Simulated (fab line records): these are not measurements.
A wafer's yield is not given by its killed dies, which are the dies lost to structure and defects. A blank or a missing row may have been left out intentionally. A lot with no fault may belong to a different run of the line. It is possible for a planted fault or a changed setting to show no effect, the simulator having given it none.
Chamber matching :: flow n5-finfet :: rie-diel-06 running N5_BEOL_M8_STRIP_19: 4 sister chambers
The step strips in O2. 8 wafers are shown with their chamber, then 8 later ones without.

== WAFERS WITH THEIR CHAMBER ==
wafer: L086.3
chamber: 1
drypump-motor-current-A (A): 5.42
showerhead-plenum-p-Torr (Torr): 2.07

wafer: L086.5
chamber: 1
drypump-motor-current-A (A): 5.45
showerhead-plenum-p-Torr (Torr): 2.07

wafer: L090.4
chamber: 3
drypump-motor-current-A (A): 5.21
showerhead-plenum-p-Torr (Torr): 1.99

wafer: L090.5
chamber: 0
drypump-motor-current-A (A): 5.81
showerhead-plenum-p-Torr (Torr): 2.16

wafer: L092.1
chamber: 2
drypump-motor-current-A (A): 6.28
showerhead-plenum-p-Torr (Torr): 2.22

wafer: L092.2
chamber: 0
drypump-motor-current-A (A): 5.81
showerhead-plenum-p-Torr (Torr): 2.15

wafer: L092.5
chamber: 2
drypump-motor-current-A (A): 6.25
showerhead-plenum-p-Torr (Torr): 2.22

wafer: L093.1
chamber: 3
drypump-motor-current-A (A): 5.21
showerhead-plenum-p-Torr (Torr): 1.99

== WAFERS WITHOUT THEIR CHAMBER ==
wafer: L093.2
drypump-motor-current-A (A): 6.25
showerhead-plenum-p-Torr (Torr): 2.21

wafer: L093.5
drypump-motor-current-A (A): 6.27
showerhead-plenum-p-Torr (Torr): 2.22

wafer: L096.1
drypump-motor-current-A (A): 6.26
showerhead-plenum-p-Torr (Torr): 2.21

wafer: L096.2
drypump-motor-current-A (A): 5.81
showerhead-plenum-p-Torr (Torr): 2.15

wafer: L096.3
drypump-motor-current-A (A): 5.41
showerhead-plenum-p-Torr (Torr): 2.07

wafer: L096.4
drypump-motor-current-A (A): 5.18
showerhead-plenum-p-Torr (Torr): 1.98

wafer: L096.5
drypump-motor-current-A (A): 6.28
showerhead-plenum-p-Torr (Torr): 2.21

wafer: L096.6
drypump-motor-current-A (A): 5.20
showerhead-plenum-p-Torr (Torr): 1.98

== WHICH CHAMBER EACH WENT THROUGH ==
wafer: L093.2
from the rows above: 2
in truth: 2

wafer: L093.5
from the rows above: 2
in truth: 2

wafer: L096.1
from the rows above: 2
in truth: 2

wafer: L096.2
from the rows above: 0
in truth: 0

wafer: L096.3
from the rows above: 1
in truth: 1

wafer: L096.4
from the rows above: 3
in truth: 3

wafer: L096.5
from the rows above: 2
in truth: 2

wafer: L096.6
from the rows above: 3
in truth: 3
8 of 8 placed correctly. From these rows, 0 cannot be placed. Number placed wrongly: 0.
How it was worked out, from the rows above alone: a wafer's distance from a chamber is the root of the sum, over the readings, of the square of ((its reading less the chamber's mean) divided by the reading's scatter). If the next closest chamber is less than 2 further off than the closest, the wafer can't be placed; otherwise it belongs to the closest. For every chamber, the mean is computed from those of its wafers that are shown. The scatter: take each reading less its chamber's mean, square it, sum over the shown wafers, divide by the number of wafers less the number of chambers, and take the root.
